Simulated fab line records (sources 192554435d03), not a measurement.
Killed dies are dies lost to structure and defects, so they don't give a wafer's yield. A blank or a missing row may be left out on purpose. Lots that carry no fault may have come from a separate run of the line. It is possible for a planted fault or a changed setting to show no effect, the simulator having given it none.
Chamber matching / flow n5_finfet / 4 sister chambers for N5_BEOL_M6_ETCH_66 on rie_diel-02
The step etches SOC in N2/H2, target depth 80 nm, overetch 16 nm, time 120 s. 15 wafers are shown with their chamber, then 7 later ones without.

== WAFERS WITH THEIR CHAMBER ==
wafer=L317.4; chamber=1; showerhead_plenum_p_Torr (Torr)=2.56; throttle_valve_pct (%)=17.99; oes_product_au (a.u.)=0.63
wafer=L317.5; chamber=2; showerhead_plenum_p_Torr (Torr)=2.52; throttle_valve_pct (%)=17.72; oes_product_au (a.u.)=0.56
wafer=L317.6; chamber=0; showerhead_plenum_p_Torr (Torr)=2.62; throttle_valve_pct (%)=18.33; oes_product_au (a.u.)=0.53
wafer=L320.1; chamber=0; showerhead_plenum_p_Torr (Torr)=2.62; throttle_valve_pct (%)=18.34; oes_product_au (a.u.)=0.52
wafer=L320.3; chamber=1; showerhead_plenum_p_Torr (Torr)=2.56; throttle_valve_pct (%)=18.00; oes_product_au (a.u.)=0.61
wafer=L322.2; chamber=2; showerhead_plenum_p_Torr (Torr)=2.52; throttle_valve_pct (%)=17.73; oes_product_au (a.u.)=0.56
wafer=L322.3; chamber=1; showerhead_plenum_p_Torr (Torr)=2.56; throttle_valve_pct (%)=18.01; oes_product_au (a.u.)=0.61
wafer=L331.3; chamber=1; showerhead_plenum_p_Torr (Torr)=2.55; throttle_valve_pct (%)=18.05; oes_product_au (a.u.)=0.60
wafer=L331.4; chamber=2; showerhead_plenum_p_Torr (Torr)=2.51; throttle_valve_pct (%)=17.75; oes_product_au (a.u.)=0.55
wafer=L331.5; chamber=3; showerhead_plenum_p_Torr (Torr)=2.62; throttle_valve_pct (%)=17.80; oes_product_au (a.u.)=0.55
wafer=L332.2; chamber=3; showerhead_plenum_p_Torr (Torr)=2.62; throttle_valve_pct (%)=17.81; oes_product_au (a.u.)=0.54
wafer=L332.3; chamber=1; showerhead_plenum_p_Torr (Torr)=2.55; throttle_valve_pct (%)=18.06; oes_product_au (a.u.)=0.60
wafer=L332.4; chamber=1; showerhead_plenum_p_Torr (Torr)=2.55; throttle_valve_pct (%)=18.06; oes_product_au (a.u.)=0.60
wafer=L334.2; chamber=2; showerhead_plenum_p_Torr (Torr)=2.51; throttle_valve_pct (%)=17.76; oes_product_au (a.u.)=0.53
wafer=L334.5; chamber=2; showerhead_plenum_p_Torr (Torr)=2.51; throttle_valve_pct (%)=17.78; oes_product_au (a.u.)=0.54

SIGNATURES, as means of the wafers listed above
reading=showerhead_plenum_p_Torr; chamber 0=2.6200; chamber 1=2.5550; chamber 2=2.5140; chamber 3=2.6200; scatter within a chamber=0.00495
reading=throttle_valve_pct; chamber 0=18.3350; chamber 1=18.0283; chamber 2=17.7480; chamber 3=17.8050; scatter within a chamber=0.026
reading=oes_product_au; chamber 0=0.5250; chamber 1=0.6083; chamber 2=0.5480; chamber 3=0.5450; scatter within a chamber=0.0115
Rule: for a wafer and a chamber, the distance is found by dividing, reading by reading, the gap between the wafer's reading and the chamber's mean by the reading's scatter, squaring, summing and taking the root. If the next closest chamber is less than 2 further off than the closest, the wafer can't be placed; otherwise it belongs to the closest. The scatter is the square root of a quotient: the sum, over the shown wafers, of each reading's squared deviation from its chamber's mean, divided by wafers minus chambers.

== WAFERS WITH NO CHAMBER GIVEN ==
wafer=L334.6; showerhead_plenum_p_Torr (Torr)=2.62; throttle_valve_pct (%)=17.80; oes_product_au (a.u.)=0.54
wafer=L337.2; showerhead_plenum_p_Torr (Torr)=2.50; throttle_valve_pct (%)=17.79; oes_product_au (a.u.)=0.53
wafer=L337.3; showerhead_plenum_p_Torr (Torr)=2.61; throttle_valve_pct (%)=17.98; oes_product_au (a.u.)=0.70
wafer=L337.6; showerhead_plenum_p_Torr (Torr)=2.50; throttle_valve_pct (%)=17.78; oes_product_au (a.u.)=0.54
wafer=L338.4; showerhead_plenum_p_Torr (Torr)=2.61; throttle_valve_pct (%)=17.83; oes_product_au (a.u.)=0.54
wafer=L338.5; showerhead_plenum_p_Torr (Torr)=2.50; throttle_valve_pct (%)=17.80; oes_product_au (a.u.)=0.53
wafer=L338.6; showerhead_plenum_p_Torr (Torr)=2.54; throttle_valve_pct (%)=18.11; oes_product_au (a.u.)=0.58

== CHAMBER TAKEN BY EACH ==
wafer=L334.6; from the rows above=3; in truth=3
wafer=L337.2; from the rows above=2; in truth=2
wafer=L337.3; from the rows above=can't be placed: 1 or 3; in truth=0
wafer=L337.6; from the rows above=2; in truth=2
wafer=L338.4; from the rows above=3; in truth=3
wafer=L338.5; from the rows above=2; in truth=2
wafer=L338.6; from the rows above=1; in truth=1
6 of 7 placed correctly. Cannot be placed on the basis of these rows: 1; the candidates contain the true chamber in 0. Placed wrongly: 0.
